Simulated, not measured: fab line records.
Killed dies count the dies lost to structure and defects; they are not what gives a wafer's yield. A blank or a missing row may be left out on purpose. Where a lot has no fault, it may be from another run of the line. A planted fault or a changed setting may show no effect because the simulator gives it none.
Lot-split experiment -- flow n5_finfet -- route with 1938 steps; 7 lots, 21 wafers read

## ON THE SPLIT
At N5_BEOL_M8_TRENCH_ETCH_37 (etches SiCOH lowk in C4F6/O2, target depth 93.478 nm, time 31.2 s), the setting source_w was moved away from the recipe's 345 W on 7 of the 21 wafers read, by -17.7% to +10.4%. For the rest of the wafers, this setting stayed at what the recipe calls for.

## FROM THE SPLIT TO THE READING: what the file shows between them, 11 steps
- N5_BEOL_M8_ETCH_41: etches SiCN in CH3F/O2, target depth 31.9 nm, time 57.8 s
- N5_BEOL_M8_STRIP_80: strips in N2/H2, time 10 s
- N5_BEOL_M8_OCD_MEAS_38
- N5_BEOL_M8_HM_STRIP_39: strips TiN in peroxide tin strip, target depth 25 nm, time 158 s
- N5_BEOL_M8_SRD_40: time 30 s
- N5_BEOL_M8_ECD_50: material Cu, target thk 300 nm
- N5_BEOL_M8_ANNEAL_51: time 90 s
- N5_BEOL_M8_CMP_52: polishes, stops on SiCOH lowk, t overpolish 6.9 s, target thk 80 nm
- N5_BEOL_M8_THK_MEAS_53: measures by xrf
- N5_BEOL_M8_PRE_CLEAN_55: time 15 s
- N5_BEOL_M8_DEP_56: deposits SiCN from 3MS/NH3, target thk 10 nm, time 17.5 s

## THE READING
At N5_BEOL_M8_RS_MEAS_57, a four-point-probe measurement gives M8_RS in ohm/sq. A value of 0.287 ohm/sq with a standard deviation of 0.0064 ohm/sq is what fault-free wafers of this fab line usually give.

wafer,"tool, chamber at the split","source_w as run, W",against the recipe,"M8_RS, ohm/sq",against lot-mates on the recipe
L074.2,"rie_diel-02, 0",345,recipe,0.284,-
L074.3,"rie_diel-02, 2",345,recipe,0.286,-
L074.5,"rie_diel-02, 2",345,recipe,0.286,-
L081.3,"rie_diel-05, 2",345,recipe,0.287,-
L081.4,"rie_diel-05, 0",345,recipe,0.288,-
L081.5,"rie_diel-05, 3",284,-17.7%,0.323,+0.036
L084.1,"rie_diel-04, 0",294.8,-14.6%,0.313,+0.024
L084.4,"rie_diel-04, 2",345,recipe,0.289,-
L084.6,"rie_diel-04, 2",294.8,-14.6%,0.305,+0.016
L092.1,"rie_diel-05, 1",345,recipe,0.288,-
L092.3,"rie_diel-05, 0",345,recipe,0.294,-
L092.4,"rie_diel-05, 0",321.2,-6.9%,0.302,+0.011
L088.2,"rie_diel-05, 3",345,recipe,0.305,-
L088.5,"rie_diel-05, 3",309.4,-10.3%,0.323,+0.029
L088.6,"rie_diel-05, 1",345,recipe,0.283,-
L089.2,"rie_diel-05, 3",345,recipe,0.291,-
L089.5,"rie_diel-05, 3",380.9,+10.4%,0.272,-0.019
L089.6,"rie_diel-05, 0",380.9,+10.4%,0.266,-0.025
L093.1,"rie_diel-04, 1",345,recipe,0.284,-
L093.5,"rie_diel-04, 1",345,recipe,0.291,-
L093.6,"rie_diel-04, 0",345,recipe,0.282,-

FIT RESULTS
A straight line over all 21 wafers: M8_RS changes by -0.00186 ohm/sq for each +1% of source_w; r = -0.90; the points scatter about the line by 0.0066 ohm/sq.
The same after taking each lot's own level away (the mean of its wafers on the recipe; 21 wafers): -0.00186 ohm/sq for each +1%; r = -0.93; scatter 0.0055 ohm/sq.
That fit puts the effect of the largest move of source_w on the reading at 0.033 ohm/sq.
The span of the lots' own levels, 0.2853 to 0.2940 ohm/sq, comes to 1.4 times the standard deviation stated above.
Hence the lot-to-lot level has little effect on the slope; both slopes agree.
Check: for one of the wafers moved furthest among these (-17.7%), held out of the fit, the line's prediction against its lot-mates is +0.0313 ohm/sq. It came out at +0.0355 ohm/sq against them.
Tool readings at the split's step, against how far the setting was moved: rf_vpp_V r = -0.99.

## THESE WAFERS: OTHER SPLITS
Before the reading, these wafers also passed through other splits. Each is held against what the fit with the lots' levels taken away leaves over:
other split on the same wafers,wafers away from the commonest value,r with M8_RS (lot level and that fit taken away)
N5_BEOL_M5_ETCH_41 source_w,8,+0.44
N5_BEOL_M7_ILD_DEP_00 time_s,7,+0.10
N5_BEOL_M7_VIA_ETCH_34 source_w,4,-0.12
N5_BEOL_M7_ETCH_41 bias_w,8,+0.08
N5_BEOL_M8_DESCUM_33 time_s,5,-0.13

## THE WHOLE CHAIN: every reading that the file lists as answering this split, in the file's order
step,what it does,reading,change (the file's fit),r (the file's)
N5_BEOL_M8_TRENCH_ETCH_37,"etches SiCOH lowk in C4F6/O2, target depth 93.478 nm, time 31.2 s",rf_vpp_V,-3.74 V for each +1% of the setting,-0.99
N5_BEOL_M8_TRENCH_ETCH_37,"etches SiCOH lowk in C4F6/O2, target depth 93.478 nm, time 31.2 s","etch.depth_nm (the simulator's own value, which no gauge read)",+0.425 nm for each +1% of the setting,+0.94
N5_BEOL_M8_TRENCH_ETCH_37,"etches SiCOH lowk in C4F6/O2, target depth 93.478 nm, time 31.2 s","BEOL_M8.feature_depth_nm (the simulator's own value, which no gauge read)",+0.427 nm for each +1% of the setting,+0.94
N5_BEOL_M8_OCD_MEAS_38,,trench_depth_nm,+0.405 nm for each +1% of the setting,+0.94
N5_BEOL_M8_CMP_52,"polishes, stops on SiCOH lowk, t overpolish 6.9 s, target thk 80 nm","Cu_of_BEOL_M8_ECD_50.thk_nm (the simulator's own value, which no gauge read)",+0.419 nm for each +1% of the setting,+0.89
N5_BEOL_M8_THK_MEAS_53,measures by xrf,M8_THK,+0.426 for each +1% of the setting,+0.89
N5_BEOL_M8_RS_MEAS_57,measures by four-point-probe,M8_RS,-0.00193 for each +1% of the setting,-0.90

## FILE'S OWN FIT
M8_RS changes by -0.00193 ohm/sq for each +1% of source_w, r = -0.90.
